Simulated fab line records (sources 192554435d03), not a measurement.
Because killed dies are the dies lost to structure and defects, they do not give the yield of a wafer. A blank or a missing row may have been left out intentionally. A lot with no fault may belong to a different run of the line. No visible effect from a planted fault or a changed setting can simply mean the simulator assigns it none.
Matching of chambers ; flow n5-finfet ; 3 sister chambers for N5_BEOL_M8_PECVD_70 on pecvd-02
The step deposits SiO2 from TEOS/O2, target thk 20 nm, time 22.7 s. 6 wafers are shown with their chamber, then 10 later ones without.

## EACH WAFER AND ITS CHAMBER
wafer;chamber;showerhead-plenum-p-Torr (Torr);throttle-valve-pct (%)
L083.5;0;8.79;22.7
L085.2;0;8.80;22.8
L091.4;1;8.73;23.4
L091.6;2;8.81;22.5
L090.2;2;8.81;22.5
L090.3;1;8.74;23.2

## WAFERS WITH NO CHAMBER GIVEN
wafer;showerhead-plenum-p-Torr (Torr);throttle-valve-pct (%)
L090.6;8.81;22.5
L093.1;8.83;22.6
L093.3;8.80;22.7
L093.6;8.80;22.4
L094.1;8.80;22.8
L094.3;8.82;22.7
L094.4;8.78;22.7
L096.1;8.80;22.8
L096.5;8.78;23.0
L096.6;8.79;22.6

## WHICH CHAMBER EACH WENT THROUGH
wafer;from the rows above;in truth
L090.6;2;2
L093.1;2;2
L093.3;can't be placed: 0 or 2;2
L093.6;can't be placed: 2 or 0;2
L094.1;0;0
L094.3;can't be placed: 2 or 0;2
L094.4;0;0
L096.1;0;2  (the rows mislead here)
L096.5;0;0
L096.6;can't be placed: 0 or 2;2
5 of 10 placed correctly. These rows do not allow placing 4 (true chamber among the candidates in 4). Number placed wrongly: 1.
How it was worked out, from the rows above alone: a wafer's distance from a chamber is the root of the sum, over the readings, of the square of ((its reading less the chamber's mean) divided by the reading's scatter). If the next closest chamber is less than 2 further off than the closest, the wafer can't be placed; otherwise it belongs to the closest. Each chamber's mean is taken over the wafers shown for it. How the scatter is found: for the shown wafers, subtract from each reading the mean of its chamber, square and add these, divide the total by (wafers less chambers), then take the root.
